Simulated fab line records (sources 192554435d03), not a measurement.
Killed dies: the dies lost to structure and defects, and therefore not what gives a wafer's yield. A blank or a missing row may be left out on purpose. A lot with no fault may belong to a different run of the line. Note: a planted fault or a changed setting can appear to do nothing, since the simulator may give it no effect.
Chamber matching	flow n5 finfet	N5_BEOL_M3_CO_CAP_55 on cvd co-02 has 3 sister chambers
The step material Co, precursor CCTBA/H2, target thk 2 nm, time 102.1 s. 6 wafers are shown with their chamber, then 8 later ones without.

WAFERS WITH THEIR CHAMBER
wafer	chamber	heater power w (W)	susceptor temp C (C)
L076.6	1	271	200.12
L089.3	1	275	200.11
L093.1	2	254	199.92
L093.5	2	247	200.16
L093.6	0	241	200.27
L094.2	0	238	200.22

WAFERS WITH NO CHAMBER GIVEN
wafer	heater power w (W)	susceptor temp C (C)
L094.3	274	200.32
L094.6	275	200.17
L095.2	272	200.11
L095.3	250	200.02
L095.4	249	200.06
L097.1	242	199.89
L097.2	250	200.25
L097.3	268	200.18

WHICH CHAMBER EACH WENT THROUGH
wafer	from the rows above	in truth
L094.3	1	1
L094.6	1	1
L095.2	1	1
L095.3	2	2
L095.4	2	2
L097.1	can't be placed: 2 or 0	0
L097.2	can't be placed: 2 or 0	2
L097.3	1	1
Correctly placed: 6 of 8. From these rows, 2 cannot be placed; in 2 the true chamber is one of the candidates. Placed wrongly: 0.
How it was worked out, from the rows above alone: a wafer's distance from a chamber is the root of the sum, over the readings, of the square of ((its reading less the chamber's mean) divided by the reading's scatter). The wafer belongs to the nearest chamber; if the next one is less than 2 further off, it can't be placed. Each chamber's mean is taken over the wafers shown for it. The scatter is the square root of a quotient: the sum, over the shown wafers, of each reading's squared deviation from its chamber's mean, divided by wafers minus chambers.
